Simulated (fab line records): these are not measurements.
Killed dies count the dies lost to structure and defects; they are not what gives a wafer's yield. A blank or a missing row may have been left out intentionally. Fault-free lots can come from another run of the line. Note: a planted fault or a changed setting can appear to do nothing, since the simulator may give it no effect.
Chamber matching    flow n5Finfet    aldSin-01 running N5_BEOL_M2_ALD_98: 4 sister chambers
The step deposits SiO2, target thk 2.5 nm, pulse time 1 s, co reactant pulse time 1 s. 4 wafers are shown with their chamber, then 11 later ones without.

== WAFERS PAIRED WITH THEIR CHAMBERS ==
wafer   chamber  heaterPowerW (W)
L083.6  1        68
L085.5  0        71
L085.6  3        84
L086.3  2        71

== WAFERS MISSING THEIR CHAMBER ==
wafer   heaterPowerW (W)
L086.4  72
L086.5  84
L087.1  69
L087.4  72
L087.5  85
L093.1  67
L093.4  86
L093.6  71
L097.1  70
L097.3  85
L097.6  72

== CHAMBER TAKEN BY EACH ==
wafer   from the rows above           in truth
L086.4  can't be placed: 0 or 2       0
L086.5  3                             3
L087.1  can't be placed: 1 or 0 or 2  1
L087.4  can't be placed: 0 or 2       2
L087.5  3                             3
L093.1  1                             1
L093.4  3                             3
L093.6  can't be placed: 0 or 2       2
L097.1  can't be placed: 0 or 2 or 1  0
L097.3  3                             3
L097.6  can't be placed: 0 or 2       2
Correctly placed: 5 of 11. From these rows, 6 cannot be placed; in 6 the true chamber is one of the candidates. 0 placed wrongly.
How it was worked out, from the rows above alone: a wafer's distance from a chamber is the root of the sum, over the readings, of the square of ((its reading less the chamber's mean) divided by the reading's scatter). If the next closest chamber is less than 2 further off than the closest, the wafer can't be placed; otherwise it belongs to the closest. A chamber's mean is the mean of its shown wafers. The scatter: with one shown wafer a chamber, the root of the mean of the squares of how far each hidden wafer lies from its nearest shown one.
